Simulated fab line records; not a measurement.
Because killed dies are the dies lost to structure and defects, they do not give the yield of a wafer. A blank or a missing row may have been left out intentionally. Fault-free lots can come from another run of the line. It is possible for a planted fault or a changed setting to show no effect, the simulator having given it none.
fab line records	flow n5-finfet
[record] lots = 7	wafers = 19	last-day = 17
route steps=1938 shown BEOL_M2@919 BEOL_M3@931 BEOL_M4@1111
lots that met no fault: from a run of the same line without faults
start-h: start of the lot's first displayed wafer, in hours after the record's first day	wait-h: time in hours since the lot's previous step	" same as the row above	L1.1+2: one row covering several wafers at once	- no value, or no start was given	* or withheld: withheld	< > ~ a bound
route shown NAME@n: names a module that has steps shown in the file, with the first one's number in the route	usual: average and standard deviation across the fault-free wafers	same: alike in all rows	chamber/n: place in a boat	sites: the reading at each site	_std_site: standard deviation of those values	_edge_site: outer sites' mean less inner sites'	radius-mm: for every site, how far away it sits from the centre of the wafer	mask NAME#n: copy n	behind: the last tool/chamber to shape the wafer	hold: reason for holding the lot/hours on hold/outcome of the hold	device: which transistor (n, p or np) failed to switch	end of line: the same wafers' tests at the end of the route	step lacking rows: just its recipe	killed: count of dies lost to structure and defects at first sort (not the wafer's yield)	map: a wafer's dies, marking killed ones x, the rest . and places with no die _
set.NAME: the setting as run; set.NAME@STEP: as run at that earlier step	model.NAME: the simulator's own value behind a step, which no gauge read
lots seen at some steps along the route; tables by step, rows by wafer
services: the hour from which a tool's chamber was out of use, counted from the record's first day as start-h (under 0 if before that day), plus the number of hours and why
[[steps]]
[step N5_BEOL_M2_ANNEAL_95]
[recipe] temp-c = 400	time-s = 240	ambient = vacuum
[step N5_BEOL_M2_SPUTTER_96]
[recipe] material = Cu	target-thk-a = 45	temp-c = -20	chamber-pressure-pa = 0.07	power-w = withheld	time-s = 8.29
[step N5_BEOL_M2_ECD_50]
[recipe] material = Cu	target-thk-a = 3000
[step N5_BEOL_M2_ANNEAL_51]
[recipe] temp-c = 225	time-s = 90	ambient = N2
[step N5_BEOL_M2_CMP_52]
[recipe] stop-on = SiOC	t-overpolish-s = 6.8	down-force-psi = 1	platen-rpm = 50	clearing-platen-down-force-psi = 1.5	clearing-platen-rpm = 50	post-cmp-clean = cu-alkaline	target-thk-nm = 40	clearing-platen-pad-velocity-m-s = 0.99484	pad-velocity-m-s = 0.99484
[step N5_BEOL_M2_THK_MEAS_53]
[recipe] thk-meas-gauge = xrf	reads = Cu_of_BEOL_M2_ECD_50
[usual] M2_THK = 40.4/2
lot.wafer	tool	chamber	start-h	wait-h	M2_THK[nm]
L231.2	film-metro-02	-	151.29	-	39.5
L231.3	"	-	"	"	39.4
L231.6	"	-	"	"	38.4
L233.1	film-metro-02	-	159.30	-	38.5
L233.4	"	-	"	"	38.9
L233.6	"	-	"	"	40.7
L239.4	film-metro-01	-	195.62	-	39.9
L239.5	"	-	"	"	41.3
L239.6	"	-	"	"	39.1
L244.1	film-metro-01	-	233.79	-	38.1
L244.4	"	-	"	"	38.4
L244.5	"	-	"	"	39.5
L249.2	film-metro-02	-	246.86	-	41.4
L249.3	"	-	"	"	40.0
L249.5	"	-	"	"	39.4
L251.4	film-metro-01	-	262.12	-	37.8
L251.5	"	-	"	"	38.6
L253.4	film-metro-01	-	280.23	-	38.9
L253.6	"	-	"	"	41.8
[step N5_BEOL_M2_PRE_CLEAN_60]
[recipe] gas = NH3/H2	time-s = 15	temp-c = *	rf-power-w = 300
[step N5_BEOL_M2_CO_CAP_55]
[recipe] material = Co	target-thk-a = 20	temp-c = 200	precursor = CCTBA/H2	pressure-torr = 30	time-s = 102.1
[step N5_BEOL_M2_PRE_CLEAN_56]
[recipe] gas = NH3	time-s = 15	temp-c = withheld	rf-power-w = 300
[step N5_BEOL_M2_DEP_57]
[recipe] material = SiCN	target-thk-a = 80	temp-c = withheld	precursor = 3MS/NH3	pressure-torr = 3	rf-w = 202	time-s = 14
[usual] showerhead-plenum-p-Torr = 3.665/0.015	throttle-valve-pct = 8.8/0.46
lot.wafer	tool	chamber	start-h	wait-h	showerhead-plenum-p-Torr	throttle-valve-pct
L231.2	pecvd-01	0	151.48	0.0	3.663	8.7
L231.3	"	1	"	"	3.658	8.9
L231.6	"	1	"	"	3.658	8.6
L233.1	pecvd-03	2	159.51	0.0	3.655	9.0
L233.4	"	2	"	"	3.658	9.0
L233.6	"	1	"	"	3.685	9.5
L239.4	pecvd-03	2	195.88	0.0	3.660	8.8
L239.5	"	1	"	"	3.690	9.4
L239.6	"	0	"	"	3.667	8.7
L244.1	pecvd-02	0	234.05	0.0	3.653	8.1
L244.4	"	1	"	"	3.658	9.1
L244.5	"	2	"	"	3.649	9.3
L249.2	pecvd-02	1	247.07	0.0	3.660	9.2
L249.3	"	0	"	"	3.648	8.2
L249.5	"	0	"	"	3.650	8.4
L251.4	pecvd-01	1	262.34	0.0	3.650	8.4
L251.5	"	1	"	"	3.651	8.6
L253.4	pecvd-03	0	280.44	0.0	3.662	8.8
L253.6	"	2	"	"	3.651	8.2
[step N5_BEOL_M2_RS_MEAS_58]
[recipe] thk-meas-gauge = four-point-probe	reads = Co_of_BEOL_M2_CO_CAP_55+Cu_of_BEOL_M2_ECD_50+Co_of_BEOL_M2_CVD_47+TaN_of_BEOL_M2_ALD_84
[usual] M2_RS = 0.66/0.04
lot.wafer	tool	chamber	start-h	wait-h	M2_RS[ohm/sq]
L231.2	film-metro-02	-	151.55	0.1	0.68
L231.3	"	-	"	"	0.67
L231.6	"	-	"	"	0.69
L233.1	film-metro-02	-	159.58	0.0	0.69
L233.4	"	-	"	"	0.68
L233.6	"	-	"	"	0.65
L239.4	film-metro-02	-	195.93	0.0	0.67
L239.5	"	-	"	"	0.64
L239.6	"	-	"	"	0.69
L244.1	film-metro-01	-	234.12	0.0	0.71
L244.4	"	-	"	"	0.70
L244.5	"	-	"	"	0.68
L249.2	film-metro-02	-	247.15	0.1	0.64
L249.3	"	-	"	"	0.67
L249.5	"	-	"	"	0.68
L251.4	film-metro-01	-	262.41	0.1	0.72
L251.5	"	-	"	"	0.70
L253.4	film-metro-02	-	280.50	0.0	0.70
L253.6	"	-	"	"	0.64
[step N5_BEOL_M2_INSPECT_59]
[recipe] inspect-instrument = darkfield	mode = post-dep
[usual] raw-defect-count = 68/21
lot.wafer	tool	chamber	start-h	wait-h	raw-defect-count
L231.2	defect-inspect-01	-	151.57	0.0	81
L231.3	"	-	"	"	59
L231.6	"	-	"	"	68
L233.1	defect-inspect-02	-	159.60	0.0	103
L233.4	"	-	"	"	106
L233.6	"	-	"	"	74
L239.4	defect-inspect-02	-	195.96	0.0	110
L239.5	"	-	"	"	40
L239.6	"	-	"	"	70
L244.1	defect-inspect-01	-	234.14	0.0	74
L244.4	"	-	"	"	80
L244.5	"	-	"	"	82
L249.2	defect-inspect-01	-	247.18	0.0	50
L249.3	"	-	"	"	59
L249.5	"	-	"	"	54
L251.4	defect-inspect-02	-	262.44	0.0	69
L251.5	"	-	"	"	62
L253.4	defect-inspect-01	-	280.52	0.0	76
L253.6	"	-	"	"	62
[step N5_BEOL_M3_ILD_DEP_00]
[recipe] material = SiOC	target-thk-a = 790	temp-c = 350	precursor = DEMS/O2	pressure-torr = 5	rf-w = 500	time-s = 15.3
[usual] heater-power-w = 441/54	showerhead-plenum-p-Torr = 5.691/0.015	throttle-valve-pct = 11.9/1
lot.wafer	tool	chamber	start-h	wait-h	heater-power-w	showerhead-plenum-p-Torr	throttle-valve-pct	model.SiOC_of_BEOL_M3_ILD_DEP_00.thk-nm
L231.2	pecvd-04	0	151.61	0.0	385	5.671	12.5	79.4
L231.3	"	1	"	"	534	5.702	13.5	79.6
L231.6	"	1	"	"	528	5.699	13.8	80.8
L233.1	pecvd-04	2	159.64	0.0	365	5.706	10.8	78
L233.4	"	1	"	"	477	5.692	13.6	81.4
L233.6	"	0	"	"	464	5.695	12.7	80.2
L239.4	pecvd-01	0	196.01	0.1	470	5.697	11.7	78
L239.5	"	2	"	"	353	5.721	10.6	78.2
L239.6	"	1	"	"	359	5.675	11.6	80
L244.1	pecvd-01	0	234.18	0.0	402	5.693	11.5	76.8
L244.4	"	1	"	"	407	5.686	11.5	79.6
L244.5	"	0	"	"	419	5.717	11.6	77.4
L249.2	pecvd-01	1	247.22	0.0	364	5.668	11.6	79.6
L249.3	"	0	"	"	464	5.702	11.8	77.2
L249.5	"	0	"	"	456	5.692	11.5	34.6
L251.4	pecvd-01	2	262.49	0.1	388	5.714	10.4	35.2
L251.5	"	1	"	"	431	5.671	11.3	37.2
L253.4	pecvd-01	2	280.57	0.1	359	5.709	10.8	34.4
L253.6	"	1	"	"	381	5.674	11.3	80
[step N5_BEOL_M3_THK_MEAS_01]
[recipe] reads = SiOC_of_BEOL_M3_ILD_DEP_00
[usual] M3_ILD_THK = 79.1/1.3
lot.wafer	tool	chamber	start-h	wait-h	M3_ILD_THK[nm]
L231.2	film-metro-02	-	151.68	0.1	79.4
L231.3	"	-	"	"	79.5
L231.6	"	-	"	"	80.8
L233.1	film-metro-01	-	159.71	0.0	77.9
L233.4	"	-	"	"	81.4
L233.6	"	-	"	"	80.2
L239.4	film-metro-02	-	196.06	0.0	77.9
L239.5	"	-	"	"	78.1
L239.6	"	-	"	"	79.9
L244.1	film-metro-01	-	234.25	0.0	76.8
L244.4	"	-	"	"	79.5
L244.5	"	-	"	"	77.5
L249.2	film-metro-01	-	247.28	0.1	79.5
L249.3	"	-	"	"	77.2
L249.5	"	-	"	"	34.6
L251.4	film-metro-02	-	262.56	0.1	35.2
L251.5	"	-	"	"	37.2
L253.4	film-metro-01	-	280.63	0.0	34.4
L253.6	"	-	"	"	80.1
[step N5_BEOL_M3_PECVD_72]
[recipe] material = SiO2	target-thk-a = 160	temp-c = 400	precursor = TEOS/O2	pressure-torr = 5.5	rf-w = 450	teos-flow-sccm = 53.8	gas = O2	flow-sccm = 3000	time-s = 18
[usual] heater-power-w = 637/71	showerhead-plenum-p-Torr = 8.77/0.062	throttle-valve-pct = 21.7/1.3
lot.wafer	tool	chamber	start-h	wait-h	heater-power-w	showerhead-plenum-p-Torr	throttle-valve-pct
L231.2	pecvd-01	2	151.71	0.0	541	8.89	19.5
L231.3	"	1	"	"	651	8.71	21.2
L231.6	"	0	"	"	636	8.79	21.8
L233.1	pecvd-01	2	159.74	0.0	516	8.91	19.8
L233.4	"	0	"	"	619	8.79	21.9
L233.6	"	2	"	"	493	8.89	19.8
L239.4	pecvd-02	2	196.12	0.1	576	8.71	22.5
L239.5	"	1	"	"	703	8.77	22.6
L239.6	"	0	"	"	662	8.73	20.9
L244.1	pecvd-02	2	234.28	0.0	613	8.71	22.5
L244.4	"	1	"	"	661	8.78	22.5
L244.5	"	2	"	"	623	8.70	22.6
L249.2	pecvd-01	1	247.32	0.0	654	8.73	21.6
L249.3	"	0	"	"	658	8.80	21.7
L249.5	"	2	"	"	588	8.86	19.7
L251.4	pecvd-02	1	262.61	0.1	702	8.79	22.5
L251.5	"	2	"	"	581	8.68	22.4
L253.4	pecvd-02	0	280.68	0.1	736	8.73	20.8
L253.6	"	2	"	"	646	8.73	22.4
[step N5_BEOL_M3_HM_DEP_02]
[recipe] material = TiN	target-thk-a = 200	temp-c = 25	chamber-pressure-pa = 0.49996
[step N5_BEOL_M3_COAT_61]
[recipe] resist = SOC	temp-c = 250	time-s = 60	spin-rpm = 1500	resist-thk-nm = 60
[step N5_BEOL_M3_COAT_62]
[recipe] resist = SiARC	temp-c = 220	time-s = 60	spin-rpm = 1500	resist-thk-nm = 12
[step N5_BEOL_M3_COAT_73]
[recipe] resist = underlayer	temp-c = 205	time-s = 60	spin-rpm = 1500	resist-thk-nm = 5
[step N5_BEOL_M3_COAT_05]
[recipe] resist = CAR-EUV	spin-rpm = 1500	resist-thk-nm = 30
[step N5_BEOL_M3_EBR_07]
[recipe] solvent = PGMEA	ebr-width-mm = 1.5
[step N5_BEOL_M3_SOFTBAKE_06]
[recipe] temp-c = 110	time-s = 60	resist = CAR-EUV
[step N5_BEOL_M3_EXPOSE_08]
[recipe] mask-id = M3	na = 0.33	source-shape = dipole	sigma-inner = 0.369	sigma-outer = 0.767	polarization = unpolarized	dose-mj = 33
[step N5_BEOL_M3_PEB_09]
[recipe] peb-temp-c = 100	peb-time-s = 60	resist = CAR-EUV
[step N5_BEOL_M3_DEVELOP_10]
[recipe] develop-time-s = 30	developer = TMAH	resist = CAR-EUV	rinse-liquid = surfactant-rinse	dry = air-spin	dev-temp-c = 23
[step N5_BEOL_M3_CD_MEAS_11]
[recipe] target-cd-nm = 17.05	landing-energy-ev = 500	detector = se-inlens	polarity = opening
[usual] cd-nm = 17.14/0.26
lot.wafer	tool	chamber	start-h	wait-h	cd-nm
L231.2	cd-sem-01	0	152.80	-	17.14
L231.3	"	0	"	"	17.05
L231.6	"	0	"	"	17.56
L233.1	cd-sem-02	0	162.78	-	17.28
L233.4	"	0	"	"	16.64
L233.6	"	0	"	"	17.26
L239.4	cd-sem-03	0	196.97	-	17.27
L239.5	"	0	"	"	17.64
L239.6	"	0	"	"	17.30
L244.1	cd-sem-01	0	237.37	-	16.80
L244.4	"	0	"	"	16.88
L244.5	"	0	"	"	16.75
L249.2	cd-sem-01	0	249.08	-	17.56
L249.3	"	0	"	"	16.70
L249.5	"	0	"	"	17.06
L251.4	cd-sem-02	0	264.90	-	16.90
L251.5	"	0	"	"	17.06
L253.4	cd-sem-03	0	282.11	-	17.52
L253.6	"	0	"	"	17.64
[step N5_BEOL_M3_OVL_MEAS_12]
[recipe] points-per-wafer = 522
[usual] M3_OVL = 0.3/0.75
lot.wafer	tool	chamber	start-h	wait-h	M3_OVL[nm]
L231.2	overlay-01	0	152.84	0.0	0.0
L231.3	"	0	"	"	0.4
L231.6	"	0	"	"	0.9
L233.1	overlay-02	0	162.81	0.0	1.1
L233.4	"	0	"	"	1.9
L233.6	"	0	"	"	1.3
L239.4	overlay-02	0	197.01	0.0	-1.1
L239.5	"	0	"	"	0.5
L239.6	"	0	"	"	-1.2
L244.1	overlay-02	0	237.41	0.0	-1.2
L244.4	"	0	"	"	0.1
L244.5	"	0	"	"	-0.3
L249.2	overlay-02	0	249.11	0.0	-0.6
L249.3	"	0	"	"	-0.4
L249.5	"	0	"	"	0.0
L251.4	overlay-01	0	264.94	0.0	0.0
L251.5	"	0	"	"	-0.9
L253.4	overlay-02	0	282.15	0.0	0.4
L253.6	"	0	"	"	0.3
[step N5_BEOL_M3_INSPECT_13]
[recipe] mode = adi	inspect-instrument = brightfield
[usual] raw-defect-count = 400/100
lot.wafer	tool	chamber	start-h	wait-h	raw-defect-count
L231.2	defect-inspect-02	-	152.89	0.0	561
L231.3	"	-	"	"	377
L231.6	"	-	"	"	404
L233.1	defect-inspect-02	-	162.87	0.1	435
L233.4	"	-	"	"	554
L233.6	"	-	"	"	513
L239.4	defect-inspect-01	-	197.05	0.0	448
L239.5	"	-	"	"	331
L239.6	"	-	"	"	430
L244.1	defect-inspect-02	-	237.46	0.1	536
L244.4	"	-	"	"	579
L244.5	"	-	"	"	622
L249.2	defect-inspect-01	-	249.16	0.0	303
L249.3	"	-	"	"	424
L249.5	"	-	"	"	396
L251.4	defect-inspect-02	-	264.98	0.0	528
L251.5	"	-	"	"	489
L253.4	defect-inspect-01	-	282.19	0.0	338
L253.6	"	-	"	"	389
[step N5_BEOL_M3_DESCUM_16]
[recipe] chemistry = O2	time-s = 7	source-power-w = 50	bias-power-w = 20	pressure-mtorr = 20	rf-frequency-hz = 2.712e+07	temp-c = 40	resist = CAR-EUV	o2-flow-sccm = 225
[step N5_BEOL_M3_ETCH_74]
[recipe] chemistry = N2/H2	target = underlayer	target-depth-a = 65	mask-material = CAR-EUV	time-s = 5.2	ion-energy-ev = 200	pressure-mtorr = 30	source-w = 840	bias-w = 150	n2-flow-sccm = 200	h2-flow-sccm = 200	ends = cleared
[usual] drypump-motor-current-A = 5.7/0.34	etch-rf-on-time-s = 5.16/0.17	oes-product-au = 0.66/0.05	rf-vpp-V = 523.4/2.7	showerhead-plenum-p-Torr = 2.53/0.08	throttle-valve-pct = 17.84/0.26
lot.wafer	tool	chamber	start-h	wait-h	drypump-motor-current-A	etch-rf-on-time-s	oes-product-au	rf-hours-counter-h	rf-vpp-V	showerhead-plenum-p-Torr	throttle-valve-pct
L231.2	rie-diel-03	1	152.96	0.0	5.3	5.22	0.70	98	525.3	2.55	17.55
L231.3	"	2	"	"	5.7	5.08	0.67	139	527.7	2.64	18.03
L231.6	"	2	"	"	5.7	5.02	0.66	-	527.0	2.64	18.02
L233.1	rie-diel-01	2	162.94	0.0	6.4	4.82	0.65	171	527.0	2.63	17.82
L233.4	"	1	"	"	5.9	5.02	0.63	188	520.1	2.45	18.25
L233.6	"	0	"	"	5.8	5.41	0.73	-	525.4	2.60	17.57
L239.4	rie-diel-01	3	197.12	0.0	5.7	5.32	0.64	144	522.1	2.44	17.99
L239.5	"	2	"	"	6.4	4.86	0.65	-	525.1	2.63	17.87
L239.6	"	3	"	"	5.7	5.31	0.64	-	522.1	2.43	17.99
L244.1	rie-diel-03	2	237.64	0.0	5.7	4.97	0.65	164	524.4	2.63	18.08
L244.4	"	3	"	"	5.9	4.95	0.60	232	524.2	2.52	18.12
L244.5	"	1	"	"	5.3	5.18	0.68	-	525.2	2.54	17.61
L249.2	rie-diel-01	1	249.23	0.0	5.9	5.01	0.62	213	519.2	2.44	18.29
L249.3	"	2	"	"	6.4	4.87	0.64	196	526.6	2.62	17.87
L249.5	"	3	"	"	5.7	5.37	0.64	-	521.5	2.43	18.00
L251.4	rie-diel-01	2	265.05	0.0	6.3	4.86	0.64	201	522.9	2.62	17.93
L251.5	"	2	"	"	6.3	4.87	0.64	-	527.4	2.62	17.90
L253.4	rie-diel-03	1	282.26	0.0	5.3	5.20	0.67	135	522.6	2.53	17.61
L253.6	"	2	"	"	5.7	5.12	0.63	-	526.7	2.62	18.08
[step N5_BEOL_M3_ETCH_63]
[recipe] chemistry = CF4	target = SiARC	target-depth-a = 156	mask-material = CAR-EUV	time-s = 26	ion-energy-ev = 80	pressure-mtorr = 40	source-w = 545	bias-w = 36	Ar_flow_sccm = 100	cf4-flow-sccm = 100	ends = cleared
[step N5_BEOL_M3_ETCH_64]
[recipe] chemistry = N2/H2	target = SOC	target-depth-a = 750	overetch-a = 150	mask-material = SiARC	temp-c = 40	time-s = 112.5	ion-energy-ev = 200	pressure-mtorr = 30	source-w = 840	bias-w = 150	n2-flow-sccm = 200	h2-flow-sccm = 200
[usual] drypump-motor-current-A = 5.7/0.34	oes-product-au = 0.61/0.044	rf-vpp-V = 523.5/2.4	showerhead-plenum-p-Torr = 2.53/0.08	throttle-valve-pct = 17.80/0.26
lot.wafer	tool	chamber	start-h	wait-h	drypump-motor-current-A	oes-product-au	rf-hours-counter-h	rf-vpp-V	showerhead-plenum-p-Torr	throttle-valve-pct
L231.2	rie-diel-03	1	153.00	0.0	5.3	0.65	98	524.4	2.55	17.51
L231.3	"	2	"	"	5.7	0.60	139	527.0	2.64	17.99
L231.6	"	2	"	"	5.7	0.61	-	525.3	2.64	17.98
L233.1	rie-diel-01	2	162.98	0.0	6.4	0.58	171	526.3	2.63	17.79
L233.4	"	1	"	"	5.9	0.57	188	520.6	2.45	18.20
L233.6	"	0	"	"	5.8	0.68	-	524.1	2.60	17.56
L239.4	rie-diel-01	3	197.17	0.0	5.7	0.59	145	521.3	2.44	17.95
L239.5	"	2	"	"	6.3	0.57	-	525.2	2.63	17.82
L239.6	"	3	"	"	5.7	0.61	-	520.7	2.44	17.96
L244.1	rie-diel-03	2	237.69	0.0	5.6	0.60	164	528.5	2.63	18.05
L244.4	"	3	"	"	5.9	0.55	232	523.4	2.52	18.07
L244.5	"	1	"	"	5.4	0.63	-	523.7	2.54	17.55
L249.2	rie-diel-01	1	249.28	0.0	5.9	0.56	213	520.0	2.44	18.25
L249.3	"	2	"	"	6.3	0.57	196	526.0	2.62	17.84
L249.5	"	3	"	"	5.7	0.60	-	521.3	2.43	17.98
L251.4	rie-diel-01	2	265.10	0.0	6.4	0.56	201	526.6	2.62	17.84
L251.5	"	2	"	"	6.4	0.56	-	525.5	2.62	17.85
L253.4	rie-diel-03	1	282.30	0.0	5.4	0.61	135	525.1	2.53	17.58
L253.6	"	2	"	"	5.7	0.59	-	526.2	2.62	18.07
[step N5_BEOL_M3_STRIP_65]
[recipe] chemistry = N2/H2	temp-c = 40	n2-flow-sccm = 200	h2-flow-sccm = 200	rf-frequency-hz = 6e+07
[step N5_BEOL_M3_STRIP_75]
[recipe] chemistry = N2/H2	temp-c = 40	n2-flow-sccm = 200	h2-flow-sccm = 200	rf-frequency-hz = 6e+07
[step N5_BEOL_M3_STRIP_66]
[recipe] chemistry = CF4	resist = SiARC	power-w = 300	bias-power-w = 75	pressure-mtorr = 50	cf4-flow-sccm = 150	rf-frequency-hz = 6e+07
[step N5_BEOL_M3_HM_OPEN_17]
[recipe] chemistry = Cl2/BCl3	target-depth-a = 200	overetch-a = 60	target = TiN	mask-material = SOC	ion-energy-ev = 150	pressure-mtorr = 10	icp-w = 1000	bias-w = 126	Cl2_flow_sccm = 53.25	bcl3-flow-sccm = 21.75	Ar_flow_sccm = 25
[step N5_BEOL_M3_STRIP_19]
[recipe] chemistry = O2	power-w = 400	temp-c = 40	pressure-mtorr = 30	rf-frequency-hz = 6e+07	bias-power-w = 0	overash-fraction = 0.2	o2-flow-sccm = 225
[usual] drypump-motor-current-A = 5.8/0.31	oes-product-au = 0.77/0.055	rf-vpp-V = 3.7/0.51	showerhead-plenum-p-Torr = 2.10/0.075	throttle-valve-pct = 16.73/0.19
lot.wafer	tool	chamber	start-h	wait-h	drypump-motor-current-A	oes-product-au	rf-hours-counter-h	rf-vpp-V	showerhead-plenum-p-Torr	throttle-valve-pct
L231.2	rie-diel-01	3	153.28	0.1	5.7	0.78	132	3.8	2.00	16.69
L231.3	"	0	"	"	5.8	0.85	43	2.8	2.16	16.48
L231.6	"	3	"	"	5.7	0.78	-	4.3	2.00	16.70
L233.1	rie-diel-01	1	163.26	0.1	5.9	0.73	188	3.9	2.02	16.94
L233.4	"	3	"	"	5.7	0.77	135	2.9	2.00	16.72
L233.6	"	1	"	"	5.9	0.74	-	3.6	2.02	16.92
L239.4	rie-diel-04	2	197.59	0.2	6.0	0.70	219	3.5	1.99	16.79
L239.5	"	0	"	"	5.8	0.80	-	3.3	2.14	16.85
L239.6	"	3	"	"	5.0	0.77	-	3.1	2.09	16.30
L244.1	rie-diel-01	2	238.05	0.2	6.4	0.72	192	4.6	2.18	16.78
L244.4	"	1	"	"	5.9	0.72	209	4.2	2.01	16.98
L244.5	"	3	"	"	5.7	0.75	-	3.5	1.99	16.75
L249.2	rie-diel-01	2	249.56	0.1	6.3	0.71	196	3.5	2.18	16.79
L249.3	"	0	"	"	5.8	0.82	71	3.4	2.15	16.52
L249.5	"	1	"	"	5.9	0.72	-	4.4	2.01	16.99
L251.4	rie-diel-01	0	265.40	0.1	5.8	0.81	77	3.2	2.15	16.53
L251.5	"	3	"	"	5.7	0.74	-	3.5	1.98	16.75
L253.4	rie-diel-01	2	282.58	0.1	6.3	0.70	206	3.7	2.18	16.80
L253.6	"	2	"	"	6.4	0.71	-	4.2	2.18	16.80
[step N5_BEOL_M3_CD_MEAS_18]
[recipe] pitch-nm = 36	target-cd-nm = 18
[usual] cd-nm = 18.1/0.35
lot.wafer	tool	chamber	start-h	wait-h	cd-nm
L231.2	cd-sem-02	-	153.35	0.1	18.0
L231.3	"	-	"	"	18.3
L231.6	"	-	"	"	18.4
L233.1	cd-sem-02	-	163.33	0.0	18.3
L233.4	"	-	"	"	17.9
L233.6	"	-	"	"	18.4
L239.4	cd-sem-01	-	197.66	0.1	17.7
L239.5	"	-	"	"	18.4
L239.6	"	-	"	"	18.0
L244.1	cd-sem-03	-	238.12	0.0	18.6
L244.4	"	-	"	"	18.0
L244.5	"	-	"	"	18.1
L249.2	cd-sem-02	-	249.63	0.1	17.9
L249.3	"	-	"	"	17.8
L249.5	"	-	"	"	18.2
L251.4	cd-sem-03	-	265.48	0.1	17.7
L251.5	"	-	"	"	17.4
L253.4	cd-sem-03	-	282.66	0.1	18.8
L253.6	"	-	"	"	19.2
[step N5_BEOL_M3_COAT_67]
[recipe] resist = SOC	temp-c = 250	time-s = 60	spin-rpm = 1500	resist-thk-nm = 60
[step N5_BEOL_M3_COAT_68]
[recipe] resist = SiARC	temp-c = 220	time-s = 60	spin-rpm = 1500	resist-thk-nm = 12
[step N5_BEOL_M3_COAT_76]
[recipe] resist = underlayer	temp-c = 205	time-s = 60	spin-rpm = 1500	resist-thk-nm = 5
[step N5_BEOL_M3_COAT_22]
[recipe] resist = CAR-EUV	spin-rpm = 1500	resist-thk-nm = 30
[step N5_BEOL_M3_CMP_52]
[recipe] stop-on = SiOC	t-overpolish-s = 6.8	down-force-psi = 1	platen-rpm = 50	clearing-platen-down-force-psi = 1.5	clearing-platen-rpm = 50	post-cmp-clean = cu-alkaline	target-thk-nm = 40	clearing-platen-pad-velocity-m-s = 0.99484	pad-velocity-m-s = 0.99484
[usual] motor-current-A = 5.9/0.59
lot.wafer	tool	chamber	start-h	wait-h	motor-current-A	model.SiOC_of_BEOL_M3_ILD_DEP_00.thk-nm	model.Cu_of_BEOL_M3_ECD_50.thk-nm
L231.2	cmp-03	3	168.58	0.3	5.8	76.4	41.8
L231.3	"	0	"	"	6.2	76.6	42.2
L231.6	"	2	"	"	5.1	77.8	44
L233.1	cmp-04	2	173.93	0.3	5.6	75	39.6
L233.4	"	3	"	"	5.5	78.4	42.6
L233.6	"	2	"	"	5.6	77.2	40.6
L239.4	cmp-02	0	204.59	0.3	6.8	75	39.6
L239.5	"	2	"	"	6.9	75.2	38.4
L239.6	"	3	"	"	5.0	77	40.2
L244.1	cmp-03	0	246.87	0.3	6.4	73.8	38.8
L244.4	"	2	"	"	5.3	76.6	42.2
L244.5	"	3	"	"	5.9	74.4	40.2
L249.2	cmp-04	2	262.19	0.3	5.7	76.6	40.4
L249.3	"	0	"	"	4.8	74.2	41.6
L249.5	"	3	"	"	5.8	31.6	2
L251.4	cmp-04	2	273.94	0.7	6.2	32.2	0.8
L251.5	"	2	"	"	5.8	34.2	0
L253.4	cmp-04	1	301.55	0.2	6.6	31.4	0
L253.6	"	3	"	"	5.6	77	42.8
[step N5_BEOL_M4_RC_MEAS_101]
[usual] DIBL_N = 37.1/2.4	DIBL_P = 37/3	IOFF_N = 0.18/0.053	IOFF_P = 0.21/0.05	ION_N = 674/14	ION_P = 459/9.2	SS_N = 72.1/0.9	SS_P = 73.4/0.89	VT_N = 250/3.8	VT_P = -251/3.7
lot.wafer	tool	chamber	start-h	wait-h	DIBL_N[mV/V]	DIBL_P[mV/V]	IOFF_N[nA/um]	IOFF_P[nA/um]	ION_N[uA/um]	ION_P[uA/um]	SS_N[mV/dec]	SS_P[mV/dec]	VT_N[mV]	VT_P[mV]
L231.2	prober-02	0	179.91	0.2	37.4	38	0.19	0.22	691	465	72.1	73.9	249	-254
L231.3	"	0	"	"	37.5	37	0.17	0.20	665	455	72.8	73.7	253	-256
L231.6	"	0	"	"	41.8	42	0.30	0.30	695	468	74.1	74.8	245	-249
L233.1	prober-02	0	200.22	0.0	36.9	37	0.16	0.23	679	464	71.0	73.8	253	-248
L233.4	"	0	"	"	33.9	33	0.12	0.19	659	458	70.7	72.5	255	-251
L233.6	"	0	"	"	36.2	36	0.15	0.21	664	457	72.4	73.2	252	-252
L239.4	prober-01	0	232.50	0.5	36.2	34	0.15	0.18	667	454	70.7	72.9	251	-254
L239.5	"	0	"	"	37.8	37	0.18	0.21	664	454	71.8	73.5	250	-253
L239.6	"	0	"	"	35.5	33	0.13	0.17	658	449	71.1	72.3	253	-253
L244.1	prober-01	0	257.22	0.0	40.1	41	0.26	0.29	690	470	73.4	74.9	245	-246
L244.4	"	0	"	"	36.5	36	0.17	0.21	663	457	72.8	74.3	251	-250
L244.5	"	0	"	"	32.3	31	0.11	0.14	649	443	71.4	72.0	257	-254
L249.2	prober-01	0	280.71	0.2	43.0	45	0.32	0.38	703	473	73.5	75.2	244	-241
L249.3	"	0	"	"	36.5	37	0.17	0.24	678	472	71.8	73.4	247	-246
L253.6	prober-01	0	310.40	0.8	36.7	36	0.16	0.17	667	448	71.7	73.5	247	-257
[[services]]
tool	chamber	start-h	hours	kind
cmp-03	-	133.50	0.8	repair
rie-diel-04	-	146.76	2.8	pm
pecvd-03	1	151.52	7.0	repair
cmp-02	-	155.76	3.9	repair
cmp-02	-	161.46	4.7	pm
pecvd-01	-	161.94	0.6	repair
pecvd-04	-	162.24	0.8	repair
rie-diel-04	2	163.49	3.9	repair
cmp-04	-	180.72	2.6	repair
cmp-03	-	189.92	16.7	pm
pecvd-04	0	198.47	5.0	repair
rie-diel-01	-	207.15	2.3	repair
cmp-03	-	213.17	0.3	repair
cmp-04	-	216.24	0.4	repair
cmp-03	-	217.93	4.0	pm
pecvd-01	-	222.27	2.8	pm
pecvd-03	-	228.10	5.5	pm
rie-diel-01	-	229.78	2.5	repair
pecvd-01	0	237.40	3.7	repair
pecvd-01	2	250.46	9.1	repair
rie-diel-03	-	262.64	0.5	repair
cmp-04	-	264.38	0.9	repair
cmp-03	-	271.78	2.7	repair
cmp-03	-	298.15	0.5	repair
[[key]]
[first-sign] step = N5_BEOL_M3_THK_MEAS_01	reading = M3_ILD_THK	direction = down	sigmas = 34	usual = 79.1	struck = 35.4
effect none on later readings
[model-effect] step = N5_BEOL_M3_ILD_DEP_00	value = SiOC_of_BEOL_M3_ILD_DEP_00.thk-nm	without = 79.1	struck = 35.35
[model-effect] step = N5_BEOL_M3_CMP_52	value = SiOC_of_BEOL_M3_ILD_DEP_00.thk-nm	without = 76.1	struck = 32.35
met-at N5_BEOL_M3_ILD_DEP_00
struck-wafers L249.5,L251.4,L251.5,L253.4
later-rows-left-out L249.5,L251.4,L251.5,L253.4
sort-left-out L249.5,L251.4,L251.5,L253.4
onset-between 234.18 247.22
[fault] kind = process-parameter-drift	tool = pecvd-01	chamber = -	onset-h = 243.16	steps = N5_BEOL_M3_ILD_DEP_00	channel = time-s	offset = *	shape = step	end-h = 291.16	scope = struck-wafers-only	acts-in = *	stated = *
// sort-left-out: the simulated sort isn't trusted on such a fault, so these wafers' sort isn't shown, and their yield isn't known
// later-rows-left-out: the simulator's readings of these wafers behind a module that went badly wrong aren't trusted and aren't shown, but for the sort
